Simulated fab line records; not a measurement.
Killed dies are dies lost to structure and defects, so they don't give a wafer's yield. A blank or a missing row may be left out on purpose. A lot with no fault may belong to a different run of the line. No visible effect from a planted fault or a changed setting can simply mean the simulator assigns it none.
Chamber matching -- flow nand harc -- NHARC_A_ZERO_WELL_ETCH_13 on rie si-03 has 4 sister chambers
The step etches the open film in HBr/Cl2, target depth 120 nm, time 40.1 s. 4 wafers are shown with their chamber, then 9 later ones without.

## WAFERS PAIRED WITH THEIR CHAMBERS
wafer,chamber,drypump motor current A (A)
L387.2,2,5.62
L389.2,1,6.16
L389.3,0,6.18
L389.6,3,5.71

## WAFERS WHOSE CHAMBER IS MISSING
wafer,drypump motor current A (A)
L391.1,5.64
L391.2,6.17
L391.3,6.20
L397.1,5.74
L397.2,6.17
L397.5,5.64
L398.1,5.69
L398.3,6.18
L398.4,6.18

## WHICH CHAMBER EACH WENT THROUGH
wafer,from the rows above,in truth
L391.1,2,2
L391.2,can't be placed: 0 or 1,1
L391.3,can't be placed: 0 or 1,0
L397.1,3,3
L397.2,can't be placed: 0 or 1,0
L397.5,2,2
L398.1,3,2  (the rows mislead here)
L398.3,can't be placed: 0 or 1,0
L398.4,can't be placed: 0 or 1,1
Correctly placed: 3 of 9. From these rows, 5 cannot be placed; in 5 the true chamber is one of the candidates. Wrongly placed: 1.
How it was worked out, from the rows above alone: a wafer's distance from a chamber is the root of the sum, over the readings, of the square of ((its reading less the chamber's mean) divided by the reading's scatter). The wafer belongs to the nearest chamber; if the next one is less than 2 further off, it can't be placed. For every chamber, the mean is computed from those of its wafers that are shown. The scatter: root of mean squared gap, hidden wafer to nearest shown wafer, with one shown wafer a chamber.
